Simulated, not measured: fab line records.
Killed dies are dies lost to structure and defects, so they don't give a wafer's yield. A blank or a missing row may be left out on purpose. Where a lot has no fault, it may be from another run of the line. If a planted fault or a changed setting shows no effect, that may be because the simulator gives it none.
Matching of chambers | flow n5Finfet | N5_FIN_SAQP_SPACER2_ALD_28 on aldSin-02 has 4 sister chambers
The step deposits SiO2, target thk 8.1 nm, pulse time 1 s, purge time 2 s. 4 wafers are shown with their chamber, then 10 later ones without.

## WAFERS PAIRED WITH THEIR CHAMBERS
wafer  | chamber | heaterPowerW (W)
L086.1 | 3       | 406
L089.3 | 0       | 427
L093.1 | 2       | 482
L093.4 | 1       | 516

## WAFERS WITH NO CHAMBER GIVEN
wafer  | heaterPowerW (W)
L093.6 | 480
L094.1 | 413
L094.2 | 394
L094.6 | 392
L095.3 | 386
L095.5 | 487
L095.6 | 531
L097.1 | 477
L097.2 | 422
L097.3 | 398

## EACH ONE'S CHAMBER
wafer  | from the rows above     | in truth
L093.6 | 2                       | 2
L094.1 | can't be placed: 3 or 0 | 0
L094.2 | can't be placed: 3 or 0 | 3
L094.6 | can't be placed: 3 or 0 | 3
L095.3 | can't be placed: 3 or 0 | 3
L095.5 | 2                       | 2
L095.6 | 1                       | 1
L097.1 | 2                       | 2
L097.2 | can't be placed: 0 or 3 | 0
L097.3 | can't be placed: 3 or 0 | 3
Correctly placed: 4 of 10. Not placeable from these rows: 6 (in 6, the candidates include the true chamber). Wrongly placed: 0.
How it was worked out, from the rows above alone: a wafer's distance from a chamber is the root of the sum, over the readings, of the square of ((its reading less the chamber's mean) divided by the reading's scatter). The wafer belongs to the nearest chamber; if the next one is less than 2 further off, it can't be placed. For every chamber, the mean is computed from those of its wafers that are shown. The scatter: root of mean squared gap, hidden wafer to nearest shown wafer, with one shown wafer a chamber.
